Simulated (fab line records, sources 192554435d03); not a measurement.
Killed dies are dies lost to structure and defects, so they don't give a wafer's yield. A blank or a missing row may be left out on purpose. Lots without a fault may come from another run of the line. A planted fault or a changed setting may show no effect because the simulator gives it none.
Which tool did it? | flow n5_finfet | 11 lots, 29 wafers sampled, at 1 step of a route of 1938

WHAT THE GAUGES READ, wafer by wafer
N5_BEOL_M6_OVL_MEAS_29.
lot  | measured     | on         | V5_OVL (nm)
L394 | day 8 12:08  | overlay-02 | 0.9 0.8 0.9
L395 | day 8 19:19  | overlay-02 | 0.6 0.0 0.1
L396 | day 9 00:30  | overlay-01 | 0.0 -0.2
L397 | day 9 11:38  | overlay-01 | 0.6 0.1 -0.7
L398 | day 9 22:01  | overlay-02 | 0.7 0.3
L400 | day 10 02:41 | overlay-01 | 1.0 0.2
L403 | day 10 12:54 | overlay-02 | 0.9 0.1 0.1
L401 | day 10 12:57 | overlay-01 | -0.6 -1.1 -0.9
L408 | day 12 02:52 | overlay-02 | 0.3 -0.8 -0.1
L412 | day 13 04:57 | overlay-01 | 0.7 -0.2
L414 | day 14 06:58 | overlay-01 | -0.2 0.0 -0.3

WHICH TOOL RAN EACH LOT (tool, then ch and the chambers of the sampled wafers, then the start)
The record holds no process step before these readings.

WHAT THE TOOLS THEMSELVES READ (means of the sampled wafers that have a number; where no wafer has one, the mark that the record gives instead)
The record holds no such reading with a usual standard deviation.

THE ANSWER, worked out from the rows above alone
Rule: what is usual is taken from the lots themselves. Put in order of their means at a reading, lots are off if they are a third of the lots or fewer, leave a main group of 4 or more, and stand apart from it by a gap of 3 or more times the standard deviation of the main group's means; of several such gaps the widest counts. A main group whose means are all the same, to the digits that the tables above print for the reading, isn't used. A lot without any number at a reading at which 4 lots or more have one is off too. The other lots that the step has rows for count as sound. The gauges are gone through in route order, then the tools' own readings, and for those a lot's mean is taken as printed above. The first step at which some lot is off is used, and at that step the reading that is off furthest; a lot without a number counts as furthest.
No lot is off at any reading shown: from this, nothing can be told.

WHAT THE SIMULATOR HAD PUT IN
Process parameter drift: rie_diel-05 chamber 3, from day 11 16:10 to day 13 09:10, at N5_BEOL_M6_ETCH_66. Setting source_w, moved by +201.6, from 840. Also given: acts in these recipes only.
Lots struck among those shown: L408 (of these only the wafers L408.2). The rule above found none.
